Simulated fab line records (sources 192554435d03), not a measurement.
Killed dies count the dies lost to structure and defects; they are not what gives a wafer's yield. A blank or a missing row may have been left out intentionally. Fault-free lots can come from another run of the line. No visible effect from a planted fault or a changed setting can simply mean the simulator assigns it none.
Problem report in the 8D (eight disciplines) form, filled by code	flow n5-finfet	the parts of the form that need people (team, actions taken, sign-off) are left out

## 1. WHAT IS WRONG
spin-speed-rpm at N5_BEOL_M11_COAT_22 reads a mean of 1553.7 rpm on 6 wafers of 2 lots; wafers without a fault read 1500.1 rpm with a standard deviation of 1.1. That is +49 standard deviations from the usual mean.
The step: resist thk 90 nm.
First observed at day 13 22:07: wafer L387.2, on litho-track-01. The record has a number at this step for 35 wafers belonging to 12 lots. Rule for "out", or "out of limits": more than 4 standard deviations from the usual mean. The rest of the wafers with a number are treated as sound.

## 2. WHAT IT IS, AND WHAT IT ISN'T
question	is	is not
which readings at this step	spin-speed-rpm	exhaust-pa
which lots	L387, L389	L376, L377, L378, L379, L381, L392, L394, L395, L396, L397
which wafers of those lots	all that have a number	-
read on which tools	litho-track-01	litho-track-02, litho-track-03
when	from day 13 22:07	up to then (15 sound wafers); but 14 sound wafers of L392, L394, L395, L396, L397 came after

## 3. SUSPECTS, AND WHAT RULES EACH OUT
Counting: any tool at a process step up to the reading is kept as a suspect provided that every lot that is out went through it and no sound lot did after the first of them.
- litho-track-01 at N5_BEOL_M11_COAT_22 (resist thk 90 nm): kept. It ran every lot that is out, first L387 (day 13 22:07), and no sound lot after that; its last sound lot up to then is L381 (day 12 07:37). Its own spin-speed-rpm readings are out on those wafers.
After counting, what remains is litho-track-01 at N5_BEOL_M11_COAT_22.

## 4. THE CAUSE (what the simulator had put in)
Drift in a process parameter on litho-track-01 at N5_BEOL_M11_COAT_22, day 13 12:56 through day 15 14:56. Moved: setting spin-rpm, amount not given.
After counting, this tool was the only one left.

## 5. THE EFFECT CHAIN, in route order
Rows list readings where the struck wafers' mean (over those with a number) sits beyond 3 standard deviations from the usual. Scope: only readings with a usual standard deviation given in the record; hours: median across lots of the time from each lot's start at the first step in this table that gives one to its start at this step; sigmas: change in usual standard deviations.
hours	step	reading	usual	on struck wafers	change	sigmas
0	N5_BEOL_M11_COAT_22	spin-speed-rpm	1500.1 rpm	1553.7	+53.6	+49
Its process steps:
- N5_BEOL_M11_COAT_22: resist thk 90 nm.
Later steps that measure or inspect, where all struck wafers having a row at the step show a number for every such reading and not one has moved that far: N5_BEOL_M11_CD_MEAS_28.

## 6. HOW IT WOULD HAVE BEEN CAUGHT EARLIER
9 hours passed between the start of the fault at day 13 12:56 and the first reading out of limits in this record, taken at day 13 22:07.
